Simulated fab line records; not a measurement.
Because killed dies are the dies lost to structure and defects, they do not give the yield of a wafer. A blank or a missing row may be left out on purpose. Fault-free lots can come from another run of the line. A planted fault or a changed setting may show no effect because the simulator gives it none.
A lot that was struck, set against a sound lot || flow nand harc || 15 steps out of a route of 1302
Sound: wafers L693.2, L693.4, L693.6. Wafers struck: L688.2, L688.5, L688.6. Last of all comes the cause.
For every step that has rows: the tool of each side, followed by ch and its chambers, followed by its first start. Under that, the readings that differ: sound wafers || struck wafers || difference of the means || sigmas: that difference in standard deviations of wafers without a fault.
alike: readings with means less than 2 such deviations apart, plus words and numbers identical on both sides. not compared: withheld readings, readings lacking a value on some wafer, bounds such as >300 that could conceal the same value, and numbers that have no deviation in the record and whose values overlap.
A row with sigmas, a row that says differs or no value, or rows on one side alone: a step with any of these is where the two part. Numbers that don't overlap but have no deviation are shown without sigmas and don't part them. A reading that every wafer of one side lacks parts them only if that side has two wafers or more.

first, 2 steps without rows for these wafers: NHARC_A_CONTACT_PEB_40 (peb time 65 s); NHARC_A_CONTACT_DEVELOP_41 (develop time 35 s).
NHARC_A_CONTACT_CD_MEAS_42 targets a cd of 300 nm.
  sound on cd sem-03 ch 0, day 29 12:50; struck on cd sem-02 ch 0, day 27 14:22
  alike: cd nm
NHARC_A_CONTACT_OVL_MEAS_43:
  sound on overlay-01 at day 29 12:55; struck on overlay-02 at day 27 14:27
{"reading": "overlay x nm (nm)", "sound": "0.2 -0.6 -0.6", "struck": "1.7 1.3 1.1", "difference": "+1.7", "sigmas": "+2"}
  alike: overlay y nm
NHARC_A_CONTACT_INSPECT_44:
  sound on defect inspect-01 at day 29 12:58; struck on defect inspect-02 at day 27 14:29
  alike: raw defect count
then, 1 step without rows for these wafers: NHARC_A_CONTACT_DESCUM_47 (chemistry O2, time 3 s).
NHARC_A_CONTACT_ETCH_48: etches the open film in CF4, target depth 39 nm, time 65 s.
  sound on rie diel-09 ch 0,2, day 29 13:07; struck on rie diel-09 ch 2,3, day 27 14:56
  alike: bias w, cf4 flow sccm, drypump motor current A, oes product au, rf vpp V, showerhead plenum p Torr, throttle valve pct
  not compared: rf hours counter h
then, 1 step without rows for these wafers: NHARC_A_CONTACT_ETCH_49 (etches the open film in N2/H2, target depth 260 nm, time 475.3 s).
NHARC_A_CONTACT_ETCH_50: etches the open film in CF4/CHF3, target depth 121 nm, time 60.5 s.
  sound: rie diel-09 ch 0,3; struck: rie diel-09 ch 0,1
{"reading": "oes product au (a.u.)", "sound": "0.975 0.989 0.986", "struck": "0.897 0.893 0.912", "difference": -0.083, "sigmas": -3}
  alike: bias w, cf4 flow sccm, drypump motor current A, rf vpp V, showerhead plenum p Torr, throttle valve pct
  not compared: rf hours counter h
NHARC_A_CONTACT_ETCH_51: etches the open film in O2/COS, target depth 7000 nm, time 1820 s.
  sound: rie diel-09 ch 0,2,3; struck: rie diel-09 ch 0,2,3
  alike: bias w, chamber pressure mTorr, drypump motor current A, oes product au, rf vpp V, showerhead plenum p Torr, throttle valve pct
  not compared: rf hours counter h
then, 1 step without rows for these wafers: NHARC_A_CONTACT_ETCH_111 (etches the open film in C4F8/O2/Ar, time 140 s, target depth 700 nm).
NHARC_A_CONTACT_ETCH_112: etches the open film in C4F8/O2/Ar, time 190 s, target depth 1850 nm.
  sound on har cap etch-03 ch 0,1, day 29 17:53; struck on har cap etch-01 ch 0,1, day 27 17:04
  alike: chamber pressure mTorr, oes air line au
  not compared: rf hours counter h
NHARC_A_CONTACT_ETCH_113: etches the open film in C4F8/O2/Ar, time 190 s, target depth 1850 nm.
  sound on har cap etch-03 ch 0,1, day 29 18:03; struck on har cap etch-01 ch 0,1, day 27 17:17
  no value came back on the struck wafers for chamber pressure mTorr (mTorr), oes air line au (a.u.); on the sound wafers chamber pressure mTorr (mTorr) reads 20.007 19.994 19.994
  not compared: rf hours counter h
NHARC_A_CONTACT_ETCH_114: etches the open film in C4F8/O2/Ar, time 190 s, target depth 1850 nm.
  sound on har cap etch-03 ch 0,1, day 29 18:13; struck on har cap etch-01 ch 0,1, day 27 17:31
  alike: chamber pressure mTorr, oes air line au
  not compared: rf hours counter h
-- record jumps: 3 days between struck wafers' starts before vs after; left off in module A_CONTACT, resumes in module END, first step shown is number 1302 of the route --
NHARC_END_SORT_01:
  at this point the record logs the struck wafers (prober-01 ch 0, day 30 17:40) and has no rows for the sound ones

WHERE THEY PART
First at NHARC_A_CONTACT_OVL_MEAS_43; last, within this record, at NHARC_END_SORT_01.

WHY: the cause the simulator had injected
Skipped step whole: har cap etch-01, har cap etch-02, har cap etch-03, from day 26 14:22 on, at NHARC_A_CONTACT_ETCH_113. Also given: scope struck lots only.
